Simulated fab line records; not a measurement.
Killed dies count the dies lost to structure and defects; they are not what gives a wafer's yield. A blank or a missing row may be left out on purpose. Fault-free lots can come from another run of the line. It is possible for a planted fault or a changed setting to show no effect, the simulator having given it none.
Lot-split experiment + flow n5_finfet + route with 1938 steps; 7 lots, 39 wafers read

== ABOUT THE SPLIT ==
At N5_MOL_CONTACT_COAG_ETCH_67 (etches SOC in N2/H2, target depth 60 nm, overetch 21 nm, time 101.2 s), the setting source_w was moved away from the recipe's 840 W on 18 of the 39 wafers read, by -17.1% to -7.1%. The other wafers ran this setting at the recipe's value.

The reading is taken at the split's own step.

== THE READING ==
rf_vpp_V, in V, at N5_MOL_CONTACT_COAG_ETCH_67 (etches SOC in N2/H2, target depth 60 nm, overetch 21 nm, time 101.2 s). A value of 524.7 V with a standard deviation of 2.7 V is what fault-free wafers of this fab line usually give.

| wafer  | tool, chamber at the split | source_w as run, W | against the recipe | rf_vpp_V, V | against lot-mates on the recipe |
|--------|----------------------------|--------------------|--------------------|-------------|---------------------------------|
| L074.1 | rie_diel-06, 3             | 840                | recipe             | 524.0       | -                               |
| L074.2 | rie_diel-06, 1             | 840                | recipe             | 522.0       | -                               |
| L074.3 | rie_diel-06, 2             | 698.6              | -16.8%             | 559.7       | +35.5                           |
| L074.4 | rie_diel-06, 1             | 698.6              | -16.8%             | 555.5       | +31.3                           |
| L074.5 | rie_diel-06, 3             | 698.6              | -16.8%             | 557.4       | +33.2                           |
| L074.6 | rie_diel-06, 2             | 840                | recipe             | 526.5       | -                               |
| L086.1 | rie_diel-02, 1             | 840                | recipe             | 526.7       | -                               |
| L086.2 | rie_diel-02, 2             | 840                | recipe             | 526.4       | -                               |
| L086.3 | rie_diel-02, 3             | 696.1              | -17.1%             | 554.9       | +30.0                           |
| L086.4 | rie_diel-02, 2             | 696.1              | -17.1%             | 560.1       | +35.2                           |
| L086.5 | rie_diel-02, 3             | 840                | recipe             | 521.5       | -                               |
| L086.6 | rie_diel-02, 1             | 696.1              | -17.1%             | 560.2       | +35.3                           |
| L088.1 | rie_diel-01, 1             | 770.2              | -8.3%              | 541.5       | +17.1                           |
| L088.2 | rie_diel-01, 3             | 840                | recipe             | 526.6       | -                               |
| L088.3 | rie_diel-01, 0             | 770.2              | -8.3%              | 537.0       | +12.6                           |
| L088.4 | rie_diel-01, 2             | 840                | recipe             | 526.6       | -                               |
| L088.5 | rie_diel-01, 1             | 770.2              | -8.3%              | 542.9       | +18.5                           |
| L088.6 | rie_diel-01, 0             | 840                | recipe             | 520.0       | -                               |
| L091.1 | rie_diel-06, 0             | 780.5              | -7.1%              | 534.8       | +10.9                           |
| L091.2 | rie_diel-06, 1             | 840                | recipe             | 523.4       | -                               |
| L091.3 | rie_diel-06, 3             | 780.5              | -7.1%              | 536.5       | +12.6                           |
| L091.4 | rie_diel-06, 2             | 840                | recipe             | 525.8       | -                               |
| L091.5 | rie_diel-06, 3             | 780.5              | -7.1%              | 536.9       | +13.0                           |
| L091.6 | rie_diel-06, 0             | 840                | recipe             | 522.4       | -                               |
| L092.1 | rie_diel-01, 3             | 706.6              | -15.9%             | 557.7       | +30.7                           |
| L092.2 | rie_diel-01, 0             | 706.6              | -15.9%             | 550.9       | +23.9                           |
| L092.3 | rie_diel-01, 2             | 840                | recipe             | 525.8       | -                               |
| L092.4 | rie_diel-01, 1             | 840                | recipe             | 528.1       | -                               |
| L092.5 | rie_diel-01, 2             | 706.6              | -15.9%             | 557.5       | +30.5                           |
| L092.6 | rie_diel-01, 1             | 840                | recipe             | 527.1       | -                               |
| L094.2 | rie_diel-06, 3             | 840                | recipe             | 524.0       | -                               |
| L094.4 | rie_diel-06, 2             | 840                | recipe             | 526.4       | -                               |
| L094.6 | rie_diel-06, 0             | 840                | recipe             | 522.4       | -                               |
| L096.1 | rie_diel-06, 2             | 840                | recipe             | 525.8       | -                               |
| L096.2 | rie_diel-06, 0             | 739.1              | -12.0%             | 545.2       | +22.6                           |
| L096.3 | rie_diel-06, 3             | 739.1              | -12.0%             | 548.7       | +26.1                           |
| L096.4 | rie_diel-06, 1             | 840                | recipe             | 521.5       | -                               |
| L096.5 | rie_diel-06, 0             | 739.1              | -12.0%             | 544.8       | +22.2                           |
| L096.6 | rie_diel-06, 1             | 840                | recipe             | 520.5       | -                               |

THE FIT
A straight line over all 39 wafers: rf_vpp_V changes by -1.94 V for each +1% of source_w; r = -0.98; the points scatter about the line by 2.5 V.
The same after taking each lot's own level away (the mean of its wafers on the recipe; 39 wafers): -1.92 V for each +1%; r = -0.99; scatter 2.3 V.
On that fit, the largest move of source_w shifts the reading by 33 V.
Measured against the standard deviation above, the lots' own levels, which go from 522.60 to 527.00 V, span 1.6 times it.
So the lot-to-lot level changes the slope little: the two slopes agree.
Check: with one of the wafers moved furthest among these (-17.1%) left out of the fit, the line predicts +33.1 V for it against its lot-mates. Against them it came out at +30 V.
Tool readings at the split's step, against how far the setting was moved: rf_vpp_V r = -0.98.

== OTHER SPLITS APPLIED TO THESE WAFERS ==
These wafers also went through other splits before the reading. Each is held against what the fit with the lots' levels taken away leaves over:
| other split on the same wafers | wafers away from the commonest value | r with rf_vpp_V (lot level and that fit taken away) |
|--------------------------------|--------------------------------------|-----------------------------------------------------|
| N5_FIN_CUT_ETCH_21 time_s      | 9                                    | -0.02                                               |
| N5_DUMMY_GATE_ETCH_37 source_w | 15                                   | +0.19                                               |
| N5_SPACER0_ALD_00 ald_cycles   | 6                                    | +0.00                                               |

== THE WHOLE CHAIN: every reading that the file lists as answering this split, in the file's order ==
| step                        | what it does                                                          | reading                                                                                   | change (the file's fit)                | r (the file's) |
|-----------------------------|-----------------------------------------------------------------------|-------------------------------------------------------------------------------------------|----------------------------------------|----------------|
| N5_MOL_CONTACT_COAG_ETCH_67 | etches SOC in N2/H2, target depth 60 nm, overetch 21 nm, time 101.2 s | rf_vpp_V                                                                                  | -1.91 V for each +1% of the setting    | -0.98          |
| N5_MOL_CONTACT_COAG_ETCH_67 | etches SOC in N2/H2, target depth 60 nm, overetch 21 nm, time 101.2 s | SiARC_of_MOL_CONTACT_COAG_COAT_63.thk_nm (the simulator's own value, which no gauge read) | -0.0238 nm for each +1% of the setting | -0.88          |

== FILE'S OWN FIT ==
rf_vpp_V changes by -1.91 V for each +1% of source_w, r = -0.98.
